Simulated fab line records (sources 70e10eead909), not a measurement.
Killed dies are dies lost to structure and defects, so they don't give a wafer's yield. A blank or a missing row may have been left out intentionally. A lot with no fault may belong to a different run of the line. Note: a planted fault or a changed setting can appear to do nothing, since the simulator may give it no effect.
Struck lot and sound lot, side by side ; flow nand-harc ; 39 steps out of a route of 1159
Sound: wafers L445.2, L445.5, L445.6. Struck: wafer L454.4 (left out: L454.2, L454.3 of the same lot, which were not struck); the cause appears at the end.
At each step with rows: each side's tool, then ch and its chambers, then its first start. Under that, the readings that differ: sound wafers ; struck wafers ; difference of the means ; sigmas: that difference in standard deviations of wafers without a fault.
alike: words and numbers the same on both sides, and readings whose means are apart by under 2 such deviations; not compared: readings that were withheld, readings missing a value for some wafer, numbers with overlapping values and no deviation given by the record, and bounds like >300 which may hide the same value.
Wherever a step has rows on one side only, a row that says differs or no value, or a row with sigmas, the two part there. Numbers that have no deviation but don't overlap get no sigmas and don't part them. Lack of a reading on every wafer of one side parts them only where that side has two or more wafers.

first, 8 steps without rows for these wafers: NHARC_P_BONDPAD_HMDS_02 (time 30 s); NHARC_P_BONDPAD_COAT_36 (time 65 s); NHARC_P_BONDPAD_COAT_03 (resist thk 600 nm); NHARC_P_BONDPAD_SOFTBAKE_04 (time 70 s); NHARC_P_BONDPAD_EBR_05; NHARC_P_BONDPAD_EXPOSE_06 (exposes mask P BPAD); NHARC_P_BONDPAD_PEB_07 (peb time 80 s); NHARC_P_BONDPAD_DEVELOP_08 (time 50 s).
NHARC_P_BONDPAD_CD_MEAS_09 targets a cd of 500 nm.
  sound on cd-sem-01 ch 0, day 7 00:55; struck on cd-sem-03 ch 0, day 8 19:56
  alike: cd-nm
NHARC_P_BONDPAD_OVL_MEAS_38:
  sound on overlay-02, day 7 01:01; struck on overlay-02, day 8 20:01
reading;sound;struck;difference;sigmas
overlay-x-nm (nm);6 6 6;-7;-13;-2
  alike: overlay-y-nm
then, 2 steps without rows for these wafers: NHARC_P_BONDPAD_HARDBAKE_10 (time 65 s); NHARC_P_BONDPAD_DESCUM_11 (chemistry O2, time 3 s).
NHARC_P_BONDPAD_ETCH_37: etches the open film in N2/H2, target depth 60 nm, overetch 18 nm, time 65.91 s.
  sound on rie-diel-09 ch 0,3, day 7 01:13; struck on rie-diel-09 ch 1, day 8 20:13
  alike: drypump-motor-current-A, oes-product-au, rf-vpp-V, showerhead-plenum-p-Torr, throttle-valve-pct
  not compared: rf-hours-counter-h
then, 1 step without rows for these wafers: NHARC_P_BONDPAD_ETCH_12 (etches the open film in CHF3/O2, target depth 200 nm, time 100 s).
NHARC_P_BONDPAD_CD_MEAS_13:
  sound on cd-sem-02, day 7 01:28; struck on cd-sem-03, day 8 20:27
  alike: cd-nm
then, 1 step without rows for these wafers: NHARC_P_BONDPAD_STRIP_15 (strips in O2).
NHARC_P_BONDPAD_ETCH_24: etches the open film in CF4/N2, target depth 30 nm, time 72.99 s.
  sound on rie-diel-09 ch 0,3; struck on rie-diel-01 ch 0
  alike: drypump-motor-current-A, oes-product-au, rf-vpp-V, showerhead-plenum-p-Torr, throttle-valve-pct
  not compared: rf-hours-counter-h
then, 2 steps without rows for these wafers: NHARC_P_BONDPAD_STRIP_16 (strips in post etch residue remover, time 600 s); NHARC_P_BONDPAD_DEGAS_25 (time 60 s).
NHARC_P_BONDPAD_PRE_CLEAN_26: time 30 s.
  sound on pvd-sputter-01; struck on pvd-sputter-02
  alike: heater-power-w
then, 1 step without rows for these wafers: NHARC_P_BONDPAD_PVD_17 (deposits TaN, target thk 5 nm, time 8.06 s).
NHARC_P_BONDPAD_PVD_27: deposits Cu, target thk 30 nm, time 20.49 s.
  sound on pvd-sputter-01; struck on pvd-sputter-02
  alike: throttle-valve-pct
then, 1 step without rows for these wafers: NHARC_P_BONDPAD_ECD_18 (material Cu, target thk 400 nm).
NHARC_P_BONDPAD_ANNEAL_28: time 90 s.
  sound on rtp-anneal-02 ch 0, day 7 03:02; struck on rtp-anneal-01 ch 0, day 8 21:52
  alike: wafer_temp_C_max
then, 1 step without rows for these wafers: NHARC_P_BONDPAD_CMP_19 (polishes, t overpolish 30 s, cu recess touch 16 s, target thk 160.81 nm).
NHARC_P_BONDPAD_THK_MEAS_20: measures by xrf.
  sound on film-metro-01, day 7 03:40; struck on film-metro-01, day 8 22:29
  alike: thk-nm
then, 1 step without rows for these wafers: NHARC_P_BONDPAD_SRD_21 (time 30 s, dry time 20 s).
NHARC_P_BONDPAD_ACTIVATE_29: chemistry N2, time 60 s.
  sound on rie-diel-09 ch 1,2,3, day 7 03:58; struck on rie-diel-09 ch 2, day 8 22:45
  alike: drypump-motor-current-A, oes-product-au, rf-vpp-V, showerhead-plenum-p-Torr
  not compared: rf-hours-counter-h
then, 10 steps without rows for these wafers: NHARC_P_BONDPAD_PRECLEAN_30 (cleans in DIW, time 300 s); NHARC_P_BONDPAD_SRD_31 (time 30 s, dry time 20 s); NHARC_A_ZERO_WELL_PRECLEAN_00 (cleans in SPM, time 600 s); NHARC_A_ZERO_WELL_SRD_01; NHARC_A_ZERO_WELL_DEHYDRATE_02 (time 120 s); NHARC_A_ZERO_WELL_HMDS_03 (time 30 s); NHARC_A_ZERO_WELL_COAT_18 (time 65 s); NHARC_A_ZERO_WELL_COAT_04 (resist thk 600 nm); NHARC_A_ZERO_WELL_SOFTBAKE_05 (time 70 s); NHARC_A_ZERO_WELL_EBR_06.
-- break in the record here, with 13 days between the starts of the struck wafers on either side (left off in module A_ZERO_WELL, picked up again in module END, where the first step shown is number 1159 on the route) --
NHARC_END_SORT_01:
  here the record holds rows for the struck wafers (prober-02 ch 0, day 22 04:53) but none for the sound ones

## WHERE THEY PART
First at NHARC_P_BONDPAD_OVL_MEAS_38; last, within this record, at NHARC_END_SORT_01.

WHY: the cause the simulator had injected
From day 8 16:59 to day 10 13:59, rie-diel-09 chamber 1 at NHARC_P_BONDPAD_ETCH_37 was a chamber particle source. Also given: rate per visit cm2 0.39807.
